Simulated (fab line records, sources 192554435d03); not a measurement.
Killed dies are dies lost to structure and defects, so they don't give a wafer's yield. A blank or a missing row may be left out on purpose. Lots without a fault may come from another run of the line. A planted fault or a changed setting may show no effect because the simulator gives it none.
Chamber matching | flow n5_finfet | N5_BEOL_M0_SAQP_SPACER2_ETCHBACK_27 on rie_diel-04: 4 sister chambers
The step etches SiO2 in CHF3/O2, target depth 22.5 nm, time 11.25 s. 4 wafers are shown with their chamber, then 9 later ones without.

WAFERS WITH THEIR CHAMBER
wafer  | chamber | drypump_motor_current_A (A)
L079.4 | 2       | 6.5
L093.2 | 1       | 4.7
L093.5 | 0       | 5.4
L093.6 | 3       | 6.7

WAFERS WITHOUT THEIR CHAMBER
wafer  | drypump_motor_current_A (A)
L094.1 | 4.7
L094.4 | 5.3
L094.6 | 4.7
L095.1 | 6.4
L095.3 | 4.7
L095.4 | 5.4
L096.2 | 6.7
L096.4 | 5.3
L096.6 | 4.7

WHICH CHAMBER EACH WENT THROUGH
wafer  | from the rows above | in truth
L094.1 | 1                   | 1
L094.4 | 0                   | 0
L094.6 | 1                   | 1
L095.1 | 2                   | 2
L095.3 | 1                   | 1
L095.4 | 0                   | 0
L096.2 | 3                   | 3
L096.4 | 0                   | 0
L096.6 | 1                   | 1
Placed correctly: 9 of 9. Can't be placed from these rows: 0. Placed wrongly: 0.
How it was worked out, from the rows above alone: a wafer's distance from a chamber is the root of the sum, over the readings, of the square of ((its reading less the chamber's mean) divided by the reading's scatter). The wafer belongs to the nearest chamber; if the next one is less than 2 further off, it can't be placed. A chamber's mean is the mean of its shown wafers. The scatter: with one shown wafer a chamber, the root of the mean of the squares of how far each hidden wafer lies from its nearest shown one.
